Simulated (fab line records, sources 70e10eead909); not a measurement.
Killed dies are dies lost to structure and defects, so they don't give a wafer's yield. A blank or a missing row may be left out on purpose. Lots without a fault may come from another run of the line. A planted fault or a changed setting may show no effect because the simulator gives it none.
Chamber matching | flow nand_harc | NHARC_A_CHANNEL_HOLE_D1_DESCUM_15 on rie_diel-01: 4 sister chambers
The step chemistry O2, time 3 s. 4 wafers are shown with their chamber, then 8 later ones without.

WAFERS WITH THEIR CHAMBER
wafer  | chamber | showerhead_plenum_p_Torr (Torr)
L679.3 | 0       | 2.05
L679.4 | 3       | 1.79
L681.4 | 2       | 1.98
L682.2 | 1       | 1.92

WAFERS WITHOUT THEIR CHAMBER
wafer  | showerhead_plenum_p_Torr (Torr)
L682.4 | 2.05
L682.5 | 2.05
L683.1 | 1.98
L683.2 | 1.78
L683.4 | 1.92
L686.2 | 1.98
L686.4 | 1.92
L686.6 | 2.05

WHICH CHAMBER EACH WENT THROUGH
wafer  | from the rows above | in truth
L682.4 | 0                   | 0
L682.5 | 0                   | 0
L683.1 | 2                   | 2
L683.2 | 3                   | 3
L683.4 | 1                   | 1
L686.2 | 2                   | 2
L686.4 | 1                   | 1
L686.6 | 0                   | 0
Placed correctly: 8 of 8. Can't be placed from these rows: 0. Placed wrongly: 0.
How it was worked out, from the rows above alone: a wafer's distance from a chamber is the root of the sum, over the readings, of the square of ((its reading less the chamber's mean) divided by the reading's scatter). The wafer belongs to the nearest chamber; if the next one is less than 2 further off, it can't be placed. A chamber's mean is the mean of its shown wafers. The scatter: with one shown wafer a chamber, the root of the mean of the squares of how far each hidden wafer lies from its nearest shown one.
